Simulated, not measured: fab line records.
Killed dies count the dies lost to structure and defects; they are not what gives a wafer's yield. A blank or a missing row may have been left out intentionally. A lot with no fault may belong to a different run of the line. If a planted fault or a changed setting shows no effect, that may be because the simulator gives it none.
A lot that was struck, set against a sound lot	flow n5_finfet	38 steps out of a route of 1938
Sound: the wafers L433.2, L433.3, L433.6. The struck wafers were L426.1, L426.4, L426.5. At the end, the cause is stated.
Order at every step that has rows: each side's tool, ch and its chambers, its first start. Under that, the readings that differ: sound wafers	struck wafers	difference of the means	sigmas: that difference in standard deviations of wafers without a fault.
alike: a reading whose means differ by less than 2 such deviations, as well as words and numbers matching on both sides. not compared: withheld readings; readings where some wafer has no value; bounds like >300 that might hide an equal value; numbers whose values overlap and for which the record gives no deviation.
Wherever a step has rows on one side only, a row that says differs or no value, or a row with sigmas, the two part there. Non-overlapping numbers with no deviation appear without sigmas and do not part them. A reading that every wafer of one side lacks parts them only if that side has two wafers or more.

first, 9 steps without rows for these wafers: N5_DUMMY_REMOVAL_HM_STRIP_01 (strips SiNx in CH3F/O2, stops on poly-Si, target depth 4 nm, time 6.8 s); N5_DUMMY_REMOVAL_STRIP_10 (strips in N2/H2, time 40 s); N5_DUMMY_REMOVAL_PRECLEAN_07 (cleans in dHF, time 30 s); N5_DUMMY_REMOVAL_DUMMY_REMOVE_02 (chemistry TMAH, target poly-Si, stops on SiO2, target depth 142 nm, time 57 s, rinse time 30 s); N5_DUMMY_REMOVAL_PRECLEAN_08 (cleans in NF3:NH3, afs cycles 2, time 20 s, sublimation time 60 s); N5_DUMMY_REMOVAL_PRECLEAN_04 (cleans in DHF, time 37 s); N5_DUMMY_REMOVAL_SRD_05 (time 30 s); N5_HKMG_FIN_IL_REGROW_00 (material SiO2, chemistry O3, target thk 0.75 nm, time 30 s); N5_HKMG_FIN_HK_ALD_01 (deposits HfO2, target thk 1.6 nm, pulse time 3 s, purge time 3 s).
N5_HKMG_FIN_HK_ANNEAL_02: time 30 s.
  struck on rtp_anneal-01, day 6 12:38; sound on rtp_anneal-02 ch 0, day 8 05:06
  no value came back on the struck wafers for lamp_power_pct (%), lamp_zone_1_pct (%), lamp_zone_2_pct (%), wafer_temp_C_max; on the sound wafers lamp_power_pct (%) reads 8.82 8.78 8.79
then, 26 steps without rows for these wafers: N5_HKMG_FIN_ALD_74 (deposits La2O3, target thk 0.5 nm, pulse time 6 s, co reactant pulse time 1 s); N5_HKMG_FIN_ALD_75 (deposits Al2O3, target thk 1 nm, co reactant pulse time 1 s); N5_HKMG_FIN_COAT_41 (time 60 s, resist thk 300 nm); N5_HKMG_FIN_COAT_42 (time 60 s, resist thk 35 nm); N5_HKMG_FIN_COAT_43 (resist thk 90 nm); N5_HKMG_FIN_EBR_45; N5_HKMG_FIN_SOFTBAKE_44 (time 60 s); N5_HKMG_FIN_EXPOSE_46 (exposes mask NDIPOLE); N5_HKMG_FIN_PEB_47 (peb time 60 s); N5_HKMG_FIN_DEVELOP_48 (develop time 30 s); N5_HKMG_FIN_DESCUM_53 (chemistry O2, time 7.9 s); N5_HKMG_FIN_ETCH_54 (etches SiARC in CF4, target depth 45.5 nm, time 75.8 s); N5_HKMG_FIN_ETCH_55 (etches SOC in N2/H2, target depth 240 nm, time 300 s); N5_HKMG_FIN_STRIP_56 (strips in N2/H2); N5_HKMG_FIN_STRIP_57 (strips in CF4); N5_HKMG_FIN_ETCH_58 (etches SOC in N2/H2, target depth 215.8 nm, time 741 s); N5_HKMG_FIN_STRIP_93 (strips SOC in N2/H2, time 20 s); N5_HKMG_FIN_WET_ETCH_76 (etches Al2O3 in dNH4OH, stops on La2O3, target depth 2.25 nm, rinse time 30 s); N5_HKMG_FIN_STRIP_60 (strips in N2/H2, time 360 s); N5_HKMG_FIN_WET_ETCH_77 (etches La2O3 in dHCl, stops on HfO2, target depth 2 nm); N5_HKMG_FIN_WET_ETCH_78 (etches Al2O3 in dNH4OH, stops on La2O3, target depth 4.5 nm, rinse time 30 s); N5_HKMG_FIN_ALD_79 (deposits TiN, target thk 1.5 nm, pulse time 1 s, purge time 3 s); N5_HKMG_FIN_CVD_62 (deposits a-Si from Si2H6, target thk 3 nm, time 20.8 s); N5_HKMG_FIN_RTA_80 (time 2 s); N5_HKMG_FIN_PRECLEAN_64 (cleans in dHF, time 30 s); N5_HKMG_FIN_WET_ETCH_65 (etches a-Si in TMAH, stops on TiN, time 49 s, target depth 3 nm).
-- record jumps: 4 days separate the struck wafers' starts on either side; left off in module HKMG_FIN, taken up again in module BEOL_M4, whose first shown step is the route's number 1111 --
N5_BEOL_M4_RC_MEAS_101:
  sound on prober-01 ch 0, day 12 10:02; struck on prober-02 ch 0, day 10 09:26
reading	sound	struck	difference	sigmas
DIBL_N (mV/V)	31.0 34.2 33.9	38.3 35.6 38.7	+4.5	+3
IOFF_P (nA/um)	0.14 0.18 0.19	0.26 0.22 0.32	+0.10	+2
RC_DENSE_N (ohm.um)	18.6 18.9 18.7	17.1 17.6 17.3	-1.4	-3
RC_N (ohm.um)	15.2 15.3 15.2	13.9 14.4 14.0	-1.1	-4
RS_SD_N (ohm/sq)	28.4 28.6 28.1	26.4 26.3 26.4	-2.0	-5
RS_SD_P (ohm/sq)	66.4 65.7 65.2	62.8 62.0 61.6	-3.6	-3
SS_P (mV/dec)	71.4 72.3 73.0	74.4 73.0 74.1	+1.6	+2
  alike: DIBL_P, IOFF_N, ION_N, ION_P, SS_N, VT_N, VT_P
-- a jump in the record: the struck wafers' starts before and after are 5 days apart (it breaks off in module BEOL_M4 and resumes in module PASSIVATION, where the first step shown is number 1936 of the route) --
N5_PASSIVATION_PROBE_49:
  record: rows for the struck wafers here (prober-02, day 14 23:37), none for the sound ones

== WHERE THEY PART ==
Last at N5_PASSIVATION_PROBE_49 as far as this record goes, first at N5_HKMG_FIN_HK_ANNEAL_02.

WHY: what had been put in by the simulator
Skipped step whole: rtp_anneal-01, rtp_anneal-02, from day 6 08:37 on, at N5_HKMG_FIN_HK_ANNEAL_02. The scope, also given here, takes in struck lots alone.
